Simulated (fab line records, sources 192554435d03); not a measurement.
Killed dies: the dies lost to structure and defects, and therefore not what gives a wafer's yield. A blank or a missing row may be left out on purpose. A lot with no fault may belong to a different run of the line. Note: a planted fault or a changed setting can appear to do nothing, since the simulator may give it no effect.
Split-lot study | flow n5_finfet | 7 lots, 21 wafers read, on a route of 1938 steps

## ON THE SPLIT
At N5_BEOL_M5_VIA_ETCH_34 (etches SiCOH lowk in C4F6/O2, target depth 88.3 nm, time 39.2 s), the setting bias_w was moved away from the recipe's 185 W on 9 of the 21 wafers read, by -12.4% to +15.7%. The other wafers ran this setting at the recipe's value.

The reading is taken at the split's own step.

## THE READING
rf_vpp_V, in V, at N5_BEOL_M5_VIA_ETCH_34 (etches SiCOH lowk in C4F6/O2, target depth 88.3 nm, time 39.2 s). Typical for fault-free wafers on this fab line: 666 V, with standard deviation 13 V.

wafer  | tool, chamber at the split | bias_w as run, W | against the recipe | rf_vpp_V, V | against lot-mates on the recipe
L074.1 | rie_diel-06, 1             | 185              | recipe             | 674         | -
L074.3 | rie_diel-06, 2             | 214.1            | +15.7%             | 745         | +71
L074.6 | rie_diel-06, 3             | 214.1            | +15.7%             | 745         | +71
L078.3 | rie_diel-06, 0             | 185              | recipe             | 686         | -
L078.4 | rie_diel-06, 3             | 185              | recipe             | 663         | -
L078.6 | rie_diel-06, 3             | 194.5            | +5.1%              | 690         | +16
L081.1 | rie_diel-05, 1             | 185              | recipe             | 666         | -
L081.4 | rie_diel-05, 0             | 185              | recipe             | 648         | -
L081.6 | rie_diel-05, 0             | 185              | recipe             | 648         | -
L084.2 | rie_diel-06, 0             | 185              | recipe             | 687         | -
L084.3 | rie_diel-06, 3             | 175.8            | -5.0%              | 635         | -52
L084.5 | rie_diel-06, 2             | 175.8            | -5.0%              | 637         | -50
L087.4 | rie_diel-06, 0             | 185              | recipe             | 686         | -
L087.5 | rie_diel-06, 2             | 185              | recipe             | 663         | -
L087.6 | rie_diel-06, 3             | 185              | recipe             | 663         | -
L093.1 | rie_diel-06, 3             | 185              | recipe             | 663         | -
L093.2 | rie_diel-06, 0             | 185              | recipe             | 684         | -
L093.6 | rie_diel-06, 3             | 210.1            | +13.6%             | 733         | +60
L092.3 | rie_diel-05, 0             | 162.1            | -12.4%             | 581         | no lot-mate on the recipe
L092.5 | rie_diel-05, 1             | 162.1            | -12.4%             | 599         | no lot-mate on the recipe
L092.6 | rie_diel-05, 2             | 162.1            | -12.4%             | 619         | no lot-mate on the recipe

THE FIT
A straight line over all 21 wafers: rf_vpp_V changes by +5.17 V for each +1% of bias_w; r = +0.96; the points scatter about the line by 13 V.
The same after taking each lot's own level away (the mean of its wafers on the recipe; 18 wafers): +5.07 V for each +1%; r = +0.94; scatter 12 V.
The reading moves by 80 V for the largest change in bias_w, on that fit.
The lots' own levels span 654.0 to 687.0 V, that is 2.5 times the standard deviation above.
The two slopes are in agreement: the lot-to-lot level therefore moves the slope only a little.
Check: with one of the wafers moved furthest among these (+15.7%) left out of the fit, the line predicts +76.7 V for it against its lot-mates. It came out at +71 V against them.
Tool readings at the split's step, against how far the setting was moved: rf_vpp_V r = +0.96.

## ADDITIONAL SPLITS CARRIED BY THESE WAFERS
Before the reading, these wafers also passed through other splits. Each is held against what the fit with the lots' levels taken away leaves over:
other split on the same wafers | wafers away from the commonest value | r with rf_vpp_V (lot level and that fit taken away)
N5_BEOL_M2_DESCUM_33 time_s    | 7                                    | +0.59
N5_BEOL_M2_ETCHBACK_99 time_s  | 9                                    | +0.09
N5_BEOL_M2_ETCH_70 time_s      | 8                                    | +0.30
N5_BEOL_M3_COAT_76 spin_rpm    | 5                                    | -0.29
N5_BEOL_M3_COAT_22 spin_rpm    | 8                                    | -0.13
N5_BEOL_M4_ILD_DEP_00 time_s   | 7                                    | -0.33
N5_BEOL_M4_COAT_05 spin_rpm    | 5                                    | +0.23

## THE FILE'S OWN FIT
rf_vpp_V changes by +4.68 V for each +1% of bias_w, r = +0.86.
